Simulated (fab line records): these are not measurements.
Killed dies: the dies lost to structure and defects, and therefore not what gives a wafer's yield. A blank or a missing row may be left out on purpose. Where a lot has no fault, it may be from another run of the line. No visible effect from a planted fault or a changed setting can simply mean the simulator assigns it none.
Chamber matching -- flow n5-finfet -- N5_BEOL_M15_TRENCH_ETCH_34 on rie-diel-02: 4 sister chambers
The step etches SiO2 in C4F8/O2/Ar, target depth 872.93 nm, time 199 s. 18 wafers are shown with their chamber, then 9 later ones without.

EACH WAFER AND ITS CHAMBER
wafer,chamber,drypump-motor-current-A (A),showerhead-plenum-p-Torr (Torr),rf-vpp-V (V)
L074.1,3,6.3,3.52,2232
L074.3,1,6.3,3.47,2247
L074.4,2,5.9,3.70,2227
L075.1,3,6.3,3.52,2234
L075.4,2,5.9,3.70,2228
L075.6,3,6.3,3.52,2233
L076.4,1,6.3,3.47,2246
L076.5,3,6.3,3.51,2232
L076.6,2,5.9,3.70,2228
L084.1,3,6.2,3.51,2232
L084.2,2,5.9,3.69,2226
L084.5,2,5.9,3.69,2226
L083.3,3,6.3,3.51,2234
L083.5,2,5.9,3.69,2226
L083.6,1,6.3,3.46,2244
L088.2,1,6.3,3.46,2245
L088.4,2,5.9,3.68,2225
L088.6,0,5.2,3.51,2245

SIGNATURES (averages over the wafers above)
reading,chamber 0,chamber 1,chamber 2,chamber 3,scatter within a chamber
drypump-motor-current-A,5.200,6.300,5.900,6.283,0.0244
showerhead-plenum-p-Torr,3.5100,3.4650,3.6929,3.5150,0.00651
rf-vpp-V,2245.00,2245.50,2226.57,2232.83,1.12
Rule: a wafer lies at a distance from a chamber equal to the root of the sum of squares, over the readings, of (its reading less the chamber's mean, divided by the reading's scatter). If the next closest chamber is less than 2 further off than the closest, the wafer can't be placed; otherwise it belongs to the closest. The scatter: the root of (the sum of the squares of (reading less its chamber's mean) over the shown wafers, divided by (wafers less chambers)).

WAFERS MISSING THEIR CHAMBER
wafer,drypump-motor-current-A (A),showerhead-plenum-p-Torr (Torr),rf-vpp-V (V)
L092.2,5.2,3.50,2245
L092.3,6.3,3.50,2231
L092.5,6.3,3.45,2245
L093.2,6.3,3.50,2231
L093.5,5.2,3.50,2247
L093.6,6.3,3.45,2245
L097.1,5.9,3.67,2226
L097.3,5.2,3.50,2245
L097.4,6.2,3.50,2231

WHICH CHAMBER EACH ONE RAN IN
wafer,from the rows above,in truth
L092.2,0,0
L092.3,3,3
L092.5,1,1
L093.2,3,3
L093.5,0,0
L093.6,1,1
L097.1,2,2
L097.3,0,0
L097.4,3,3
Placed correctly: 9 of 9. Left unplaced by these rows: 0. Wrongly placed: 0.
